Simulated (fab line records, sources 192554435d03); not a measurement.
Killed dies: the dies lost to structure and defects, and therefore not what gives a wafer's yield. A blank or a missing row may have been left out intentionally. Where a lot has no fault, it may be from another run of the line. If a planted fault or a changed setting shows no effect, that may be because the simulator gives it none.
Which tool was responsible? | flow n5-finfet | Sampling: 24 lots, 72 wafers, 5 of 1938 route steps

WHAT EACH GAUGE READ, for each wafer
N5_BEOL_M5_OVL_MEAS_29.
lot  | measured     | on         | V4_OVL (nm)
L074 | day 8 17:45  | overlay-01 | -0.2 -0.1 -0.2
L075 | day 8 21:20  | overlay-02 | -0.3 0.7 0.7
L076 | day 9 14:04  | overlay-01 | -0.5 -0.8 0.0
L078 | day 9 13:55  | overlay-01 | -0.8 -1.0 -0.2
L077 | day 9 20:06  | overlay-02 | 0.1 0.7 0.7
L079 | day 9 20:03  | overlay-01 | 0.4 -0.5 0.3
L080 | day 10 02:46 | overlay-01 | 0.4 0.1 0.8
L081 | day 10 02:55 | overlay-02 | -1.6 -2.2 -1.0
L083 | day 10 20:23 | overlay-02 | -1.2 -0.7 -0.4
L082 | day 10 20:33 | overlay-01 | 0.0 0.4 -0.3
L085 | day 11 02:50 | overlay-01 | -0.9 -0.5 -0.4
L084 | day 11 02:52 | overlay-02 | 0.1 -1.4 -0.9
L086 | day 11 21:17 | overlay-02 | -0.5 -1.4 -1.2
L087 | day 11 21:06 | overlay-02 | -0.3 -0.5 -0.6
L088 | day 12 05:25 | overlay-01 | -0.4 0.2 0.1
L090 | day 12 15:24 | overlay-02 | -0.6 -0.5 -1.5
L089 | day 12 21:29 | overlay-01 | 0.0 -0.4 -0.6
L092 | day 12 22:29 | overlay-01 | -0.6 0.4 0.1
L091 | day 13 01:51 | overlay-02 | 0.7 -0.4 -1.0
L093 | day 13 01:40 | overlay-01 | -0.2 -0.2 0.3
L094 | day 13 05:47 | overlay-02 | 0.0 -0.9 0.2
L095 | day 14 01:12 | overlay-01 | 0.8 0.5 -0.7
L096 | day 14 01:05 | overlay-02 | 0.0 -0.7 -0.6
L097 | day 14 06:19 | overlay-01 | -1.4 -0.9 -0.2

EACH LOT AND THE TOOL THAT RAN IT (in order: tool; ch and the chambers of the sampled wafers; start)
lot  | N5_BEOL_M4_SPUTTER_79        | N5_BEOL_M4_SPUTTER_81        | N5_BEOL_M4_SPUTTER_90        | N5_BEOL_M4_ANNEAL_51
L074 | pvd-sputter-01, day 8 08:32  | pvd-sputter-01, day 8 08:45  | pvd-sputter-01, day 8 09:25  | rtp-anneal-02 ch 0, day 8 10:17
L075 | pvd-sputter-03, day 8 11:59  | pvd-sputter-03, day 8 12:12  | pvd-sputter-03, day 8 12:52  | rtp-anneal-02 ch 0, day 8 13:48
L076 | pvd-sputter-02, day 9 05:34  | pvd-sputter-02, day 9 05:47  | pvd-sputter-02, day 9 06:26  | rtp-anneal-02 ch 0, day 9 07:20
L078 | pvd-sputter-01, day 9 05:46  | pvd-sputter-01, day 9 05:59  | pvd-sputter-01, day 9 06:38  | rtp-anneal-01 ch 0, day 9 07:30
L077 | pvd-sputter-01, day 9 09:59  | pvd-sputter-01, day 9 10:12  | pvd-sputter-01, day 9 10:52  | rtp-anneal-01 ch 0, day 9 12:34
L079 | pvd-sputter-03, day 9 10:34  | pvd-sputter-03, day 9 10:47  | pvd-sputter-03, day 9 11:27  | rtp-anneal-02 ch 0, day 9 12:29
L080 | pvd-sputter-03, day 9 15:32  | pvd-sputter-03, day 9 15:46  | pvd-sputter-03, day 9 16:25  | rtp-anneal-02 ch 0, day 9 17:19
L081 | pvd-sputter-03, day 9 19:00  | pvd-sputter-03, day 9 19:13  | pvd-sputter-03, day 9 19:53  | rtp-anneal-02 ch 0, day 9 20:47
L083 | pvd-sputter-02, day 10 10:56 | pvd-sputter-02, day 10 11:10 | pvd-sputter-02, day 10 11:49 | rtp-anneal-01 ch 0, day 10 12:49
L082 | pvd-sputter-02, day 10 12:47 | pvd-sputter-02, day 10 13:00 | pvd-sputter-02, day 10 13:40 | rtp-anneal-01 ch 0, day 10 14:56
L085 | pvd-sputter-01, day 10 15:35 | pvd-sputter-01, day 10 15:48 | pvd-sputter-01, day 10 16:28 | rtp-anneal-01 ch 0, day 10 17:27
L084 | pvd-sputter-03, day 10 16:06 | pvd-sputter-03, day 10 16:19 | pvd-sputter-03, day 10 16:59 | rtp-anneal-01 ch 0, day 10 17:53
L086 | pvd-sputter-03, day 11 11:29 | pvd-sputter-03, day 11 11:42 | pvd-sputter-03, day 11 12:22 | rtp-anneal-02 ch 0, day 11 13:16
L087 | pvd-sputter-02, day 11 14:18 | pvd-sputter-02, day 11 14:31 | pvd-sputter-02, day 11 15:11 | rtp-anneal-01 ch 0, day 11 16:20
L088 | pvd-sputter-03, day 11 22:41 | pvd-sputter-03, day 11 22:54 | pvd-sputter-03, day 11 23:34 | rtp-anneal-02 ch 0, day 12 00:25
L090 | pvd-sputter-02, day 12 07:05 | pvd-sputter-02, day 12 07:18 | pvd-sputter-02, day 12 07:58 | rtp-anneal-01 ch 0, day 12 08:54
L089 | pvd-sputter-01, day 12 10:19 | pvd-sputter-01, day 12 10:32 | pvd-sputter-01, day 12 11:12 | rtp-anneal-02 ch 0, day 12 12:09
L092 | pvd-sputter-03, day 12 13:53 | pvd-sputter-03, day 12 14:06 | pvd-sputter-03, day 12 14:46 | rtp-anneal-02 ch 0, day 12 15:37
L091 | pvd-sputter-03, day 12 15:43 | pvd-sputter-03, day 12 15:56 | pvd-sputter-03, day 12 16:36 | rtp-anneal-01 ch 0, day 12 17:32
L093 | pvd-sputter-02, day 12 18:40 | pvd-sputter-02, day 12 18:53 | pvd-sputter-02, day 12 19:33 | rtp-anneal-02 ch 0, day 12 20:25
L094 | pvd-sputter-01, day 12 21:27 | pvd-sputter-01, day 12 21:40 | pvd-sputter-01, day 12 22:20 | rtp-anneal-02 ch 0, day 12 23:14
L095 | pvd-sputter-03, day 13 18:40 | pvd-sputter-03, day 13 18:53 | pvd-sputter-03, day 13 19:32 | rtp-anneal-02 ch 0, day 13 20:23
L096 | pvd-sputter-01, day 13 18:52 | pvd-sputter-01, day 13 19:05 | pvd-sputter-01, day 13 19:44 | rtp-anneal-02 ch 0, day 13 20:40
L097 | pvd-sputter-01, day 13 21:48 | pvd-sputter-01, day 13 22:01 | pvd-sputter-01, day 13 22:41 | rtp-anneal-02 ch 0, day 13 23:32
- N5_BEOL_M4_SPUTTER_79: material Cu, target thk 4.5 nm, time 8.29 s.
- N5_BEOL_M4_SPUTTER_81: material Cu, target thk 4.5 nm, time 8.29 s.
- N5_BEOL_M4_SPUTTER_90: material Cu, target thk 4.5 nm, time 8.29 s.
- N5_BEOL_M4_ANNEAL_51: time 90 s.

AS READ BY THE TOOLS THEMSELVES (means over the sampled wafers that have a number; for cases with no such wafer, the mark the record gives instead)
N5_BEOL_M4_SPUTTER_79.
lot  | tool           | chuck-gas-flow-sccm (sccm) | throttle-valve-pct (%)
L074 | pvd-sputter-01 | 1.26                       | 29.5
L075 | pvd-sputter-03 | 1.25                       | 30.2
L076 | pvd-sputter-02 | 1.28                       | 29.5
L078 | pvd-sputter-01 | 1.30                       | 29.9
L077 | pvd-sputter-01 | 1.29                       | 30.5
L079 | pvd-sputter-03 | 1.29                       | 29.8
L080 | pvd-sputter-03 | 1.27                       | 30.4
L081 | pvd-sputter-03 | 1.23                       | 30.4
L083 | pvd-sputter-02 | 1.29                       | 29.3
L082 | pvd-sputter-02 | 1.21                       | 29.9
L085 | pvd-sputter-01 | 1.22                       | 30.3
L084 | pvd-sputter-03 | 1.24                       | 29.9
L086 | pvd-sputter-03 | 1.27                       | 30.0
L087 | pvd-sputter-02 | 1.29                       | 29.1
L088 | pvd-sputter-03 | 1.27                       | 30.1
L090 | pvd-sputter-02 | 1.25                       | 29.6
L089 | pvd-sputter-01 | 1.26                       | 30.9
L092 | pvd-sputter-03 | 1.24                       | 30.1
L091 | pvd-sputter-03 | 1.22                       | 29.9
L093 | pvd-sputter-02 | 1.31                       | 29.7
L094 | pvd-sputter-01 | 1.30                       | 30.4
L095 | pvd-sputter-03 | 1.18                       | 30.0
L096 | pvd-sputter-01 | 1.22                       | 29.8
L097 | pvd-sputter-01 | 1.28                       | 30.0

N5_BEOL_M4_SPUTTER_81.
lot  | tool           | chuck-gas-flow-sccm (sccm) | throttle-valve-pct (%)
L074 | pvd-sputter-01 | 1.25                       | 29.3
L075 | pvd-sputter-03 | 1.25                       | 30.1
L076 | pvd-sputter-02 | 1.25                       | 29.6
L078 | pvd-sputter-01 | 1.29                       | 29.8
L077 | pvd-sputter-01 | 1.32                       | 30.7
L079 | pvd-sputter-03 | 1.27                       | 29.8
L080 | pvd-sputter-03 | 1.25                       | 30.5
L081 | pvd-sputter-03 | 1.26                       | 30.2
L083 | pvd-sputter-02 | 1.34                       | 29.2
L082 | pvd-sputter-02 | 1.28                       | 29.9
L085 | pvd-sputter-01 | 1.30                       | 30.2
L084 | pvd-sputter-03 | 1.28                       | 29.9
L086 | pvd-sputter-03 | 1.20                       | 30.1
L087 | pvd-sputter-02 | 1.33                       | 29.1
L088 | pvd-sputter-03 | 1.23                       | 30.3
L090 | pvd-sputter-02 | 1.27                       | 29.6
L089 | pvd-sputter-01 | 1.24                       | 30.9
L092 | pvd-sputter-03 | 1.21                       | 30.1
L091 | pvd-sputter-03 | 1.23                       | 29.9
L093 | pvd-sputter-02 | 1.29                       | 29.4
L094 | pvd-sputter-01 | 1.19                       | 30.4
L095 | pvd-sputter-03 | 1.27                       | 30.1
L096 | pvd-sputter-01 | 1.31                       | 29.8
L097 | pvd-sputter-01 | 1.30                       | 30.1

N5_BEOL_M4_SPUTTER_90.
lot  | tool           | chuck-gas-flow-sccm (sccm) | throttle-valve-pct (%)
L074 | pvd-sputter-01 | 1.28                       | 29.6
L075 | pvd-sputter-03 | 1.23                       | 30.1
L076 | pvd-sputter-02 | 1.23                       | 29.4
L078 | pvd-sputter-01 | 1.32                       | 30.0
L077 | pvd-sputter-01 | 1.28                       | 30.7
L079 | pvd-sputter-03 | 1.26                       | 30.0
L080 | pvd-sputter-03 | 1.32                       | 30.3
L081 | pvd-sputter-03 | 1.23                       | 30.3
L083 | pvd-sputter-02 | 1.29                       | 29.2
L082 | pvd-sputter-02 | 1.32                       | 29.9
L085 | pvd-sputter-01 | 1.28                       | 30.2
L084 | pvd-sputter-03 | 1.21                       | 29.9
L086 | pvd-sputter-03 | 1.25                       | 30.0
L087 | pvd-sputter-02 | 1.26                       | 29.0
L088 | pvd-sputter-03 | 1.28                       | 30.2
L090 | pvd-sputter-02 | 1.27                       | 29.5
L089 | pvd-sputter-01 | 1.31                       | 31.0
L092 | pvd-sputter-03 | 1.31                       | 30.0
L091 | pvd-sputter-03 | 1.23                       | 29.9
L093 | pvd-sputter-02 | 1.23                       | 29.6
L094 | pvd-sputter-01 | 1.37                       | 30.6
L095 | pvd-sputter-03 | 1.23                       | 30.1
L096 | pvd-sputter-01 | 1.24                       | 29.7
L097 | pvd-sputter-01 | 1.31                       | 30.0

N5_BEOL_M4_ANNEAL_51.
lot  | tool          | wafer_temp_C_max
L074 | rtp-anneal-02 | 225.95
L075 | rtp-anneal-02 | 226.16
L076 | rtp-anneal-02 | 225.99
L078 | rtp-anneal-01 | 226.63
L077 | rtp-anneal-01 | 226.18
L079 | rtp-anneal-02 | 226.01
L080 | rtp-anneal-02 | 226.19
L081 | rtp-anneal-02 | 226.08
L083 | rtp-anneal-01 | 226.50
L082 | rtp-anneal-01 | 226.28
L085 | rtp-anneal-01 | 226.19
L084 | rtp-anneal-01 | 226.02
L086 | rtp-anneal-02 | 226.11
L087 | rtp-anneal-01 | 226.42
L088 | rtp-anneal-02 | 226.39
L090 | rtp-anneal-01 | 226.16
L089 | rtp-anneal-02 | 226.32
L092 | rtp-anneal-02 | 226.25
L091 | rtp-anneal-01 | 226.11
L093 | rtp-anneal-02 | 225.99
L094 | rtp-anneal-02 | 225.95
L095 | rtp-anneal-02 | 226.00
L096 | rtp-anneal-02 | 226.03
L097 | rtp-anneal-02 | 226.06

THE ANSWER, worked out from the rows above alone
Rule: the lots themselves supply what counts as usual. The widest of any qualifying gaps counts: lots, ordered by their means at a reading, are off when they make up no more than a third of the lots, leave a main group of 4 or more, and stand apart from it by 3 or more times the standard deviation of that group's means. A main group whose means are all the same, to the digits that the tables above print for the reading, isn't used. Also off: a lot with no number at a reading for which 4 or more lots have one. All remaining lots with rows at the step are treated as sound. Order of review: gauges by route order, followed by the tools' own readings, for which a lot's mean as printed above is used. The first step at which some lot is off is used, and at that step the reading that is off furthest; a lot without a number counts as furthest.
None of the lots is off at any reading shown; this tells nothing.

WHAT HAD BEEN PUT IN BY THE SIMULATOR
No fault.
